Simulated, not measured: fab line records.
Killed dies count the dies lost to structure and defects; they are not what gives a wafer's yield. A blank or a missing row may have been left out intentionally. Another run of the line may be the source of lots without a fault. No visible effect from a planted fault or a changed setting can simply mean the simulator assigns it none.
Comparing a struck lot with a sound one | flow n5Finfet | 18 out of 1938 route steps
Sound: the wafers L253.1, L253.3, L253.6. The struck wafers were L265.3, L265.6. The cause is named last.
Each step with rows lists, per side, the tool, then ch with its chambers, then its first start. Under that, the readings that differ: sound wafers | struck wafers | difference of the means | sigmas: that difference in standard deviations of wafers without a fault.
alike: readings whose means differ by less than 2 such deviations, and words and numbers that are the same on both sides. not compared: withheld readings, readings that some wafer has no value for, bounds like >300 that may hide the same value, and numbers for which the record gives no deviation and whose values overlap.
Wherever a step has rows on one side only, a row that says differs or no value, or a row with sigmas, the two part there. When numbers do not overlap yet have no deviation, they are printed without sigmas and do not part them. A reading that every wafer of one side lacks parts them only if that side has two wafers or more.

first, 6 steps without rows for these wafers: N5_BEOL_M8_COAT_22 (resist thk 30 nm); N5_BEOL_M8_EBR_24; N5_BEOL_M8_SOFTBAKE_23 (time 60 s); N5_BEOL_M8_EXPOSE_25 (exposes mask V7, target cd 40 nm); N5_BEOL_M8_PEB_26 (peb time 60 s); N5_BEOL_M8_DEVELOP_27 (develop time 30 s).
N5_BEOL_M8_CD_MEAS_28: target cd 40 nm.
  sound on cdSem-01 ch 0, day 9 22:07; struck on cdSem-03 ch 0, day 12 20:14
  alike: cdNm
N5_BEOL_M8_OVL_MEAS_29:
  sound on overlay-02 ch 0, day 9 22:08; struck on overlay-02 ch 0, day 12 20:16
  alike: V7_OVL
N5_BEOL_M8_INSPECT_30: inspects for defects (brightfield).
  sound on defectInspect-02 at day 9 22:12; struck on defectInspect-02 at day 12 20:19
  alike: rawDefectCount
N5_BEOL_M8_DESCUM_33: chemistry O2, time 7 s.
  sound on rieDiel-06 ch 1,2,3, day 9 22:21; struck on rieDiel-05 ch 0,1, day 12 20:21
  alike: biasPowerW, drypumpMotorCurrentA, oesProductAu, rfVppV, showerheadPlenumPTorr, throttleValvePct
  not compared: rfHoursCounterH
N5_BEOL_M8_ETCH_72: etches underlayer in N2/H2, target depth 6.5 nm, time 5.2 s.
  sound on rieDiel-06 ch 1,2,3, day 9 22:23; struck on rieDiel-05 ch 0,1, day 12 20:23
  alike: drypumpMotorCurrentA, etchRfOnTimeS, h2FlowSccm, oesProductAu, rfVppV, showerheadPlenumPTorr, throttleValvePct
  not compared: rfHoursCounterH
N5_BEOL_M8_ETCH_65: etches SiARC in CF4, target depth 15.6 nm, time 26 s.
  sound on rieDiel-06 ch 1,2,3, day 9 22:24; struck on rieDiel-05 ch 0,1, day 12 20:24
  alike: drypumpMotorCurrentA, etchRfOnTimeS, oesProductAu, rfVppV, showerheadPlenumPTorr, throttleValvePct
  not compared: rfHoursCounterH
N5_BEOL_M8_ETCH_66: etches SOC in N2/H2, target depth 80 nm, overetch 16 nm, time 120 s.
  sound on rieDiel-06 ch 1,2,3, day 9 22:26; struck on rieDiel-05 ch 0,1, day 12 20:26
reading                                   | sound        | struck  | difference | sigmas
model.SiARC_of_BEOL_M8_COAT_64.thkNm (nm) | 6.6 6.4 6.2  | 2.6 3   | -3.6       | 
model.BEOL_M8.cdNm (nm)                   | 39.8 39.8 40 | 42.4 42 | +2.3       | 
  alike: drypumpMotorCurrentA, h2FlowSccm, oesProductAu, rfVppV, showerheadPlenumPTorr, throttleValvePct
  not compared: rfHoursCounterH
then, 2 steps without rows for these wafers: N5_BEOL_M8_STRIP_69 (strips in N2/H2); N5_BEOL_M8_STRIP_73 (strips in N2/H2).
N5_BEOL_M8_VIA_ETCH_34: etches SiCOH lowk in C4F6/O2, target depth 125.5 nm, time 50.5 s.
  sound on rieDiel-06 ch 1,2,3, day 9 22:32; struck on rieDiel-05 ch 0,1, day 12 20:32
reading                 | sound          | struck  | difference | sigmas
model.BEOL_M8.cdNm (nm) | 39.8 39.6 39.8 | 42.6 42 | +2.6       | 
  alike: drypumpMotorCurrentA, oesProductAu, rfVppV, showerheadPlenumPTorr, throttleValvePct
  not compared: rfHoursCounterH
then, 1 step without rows for these wafers: N5_BEOL_M8_STRIP_76 (strips in C4F6/O2).
-- here the record skips 3 days between the struck wafers' starts before and after, leaving off in module BEOL_M8 and picking up in module PASSIVATION (first step shown: number 1936 of the route) --
N5_PASSIVATION_PROBE_49:
  the record has rows for the struck wafers here (prober-01, day 15 20:38) and none for the sound ones

== WHERE THEY PART ==
N5_PASSIVATION_PROBE_49 only, going by this record.

WHY: the cause the simulator had injected
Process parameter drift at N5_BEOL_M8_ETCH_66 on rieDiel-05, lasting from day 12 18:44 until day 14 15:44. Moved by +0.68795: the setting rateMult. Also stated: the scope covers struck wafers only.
